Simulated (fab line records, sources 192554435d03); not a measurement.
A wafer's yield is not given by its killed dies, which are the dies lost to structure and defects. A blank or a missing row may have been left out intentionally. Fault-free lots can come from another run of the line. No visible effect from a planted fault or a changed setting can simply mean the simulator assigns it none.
Matching of chambers + flow n5Finfet + 4 sister chambers for N5_STI_FIN_REVEAL_ETCHBACK_08 on rieDiel-01
The step etches SiO2 in C4F6/O2, target depth 30.5 nm, time 10.167 s. 4 wafers are shown with their chamber, then 7 later ones without.

## WAFERS, EACH WITH ITS CHAMBER
| wafer  | chamber | rfVppV (V) |
|--------|---------|------------|
| L089.2 | 0       | 683        |
| L089.6 | 3       | 639        |
| L091.1 | 1       | 676        |
| L091.2 | 2       | 666        |

## WAFERS WITHOUT THEIR CHAMBER
| wafer  | rfVppV (V) |
|--------|------------|
| L091.4 | 684        |
| L093.1 | 640        |
| L093.5 | 685        |
| L093.6 | 677        |
| L097.1 | 685        |
| L097.2 | 640        |
| L097.4 | 677        |

## WHICH CHAMBER EACH WENT THROUGH
| wafer  | from the rows above | in truth |
|--------|---------------------|----------|
| L091.4 | 0                   | 0        |
| L093.1 | 3                   | 3        |
| L093.5 | 0                   | 0        |
| L093.6 | 1                   | 1        |
| L097.1 | 0                   | 0        |
| L097.2 | 3                   | 3        |
| L097.4 | 1                   | 1        |
Correct placement for 7 of the 7. Number that these rows cannot place: 0. Wrongly placed: 0.
How it was worked out, from the rows above alone: a wafer's distance from a chamber is the root of the sum, over the readings, of the square of ((its reading less the chamber's mean) divided by the reading's scatter). If the next closest chamber is less than 2 further off than the closest, the wafer can't be placed; otherwise it belongs to the closest. Each chamber's mean is taken over the wafers shown for it. The scatter: with one shown wafer a chamber, the root of the mean of the squares of how far each hidden wafer lies from its nearest shown one.
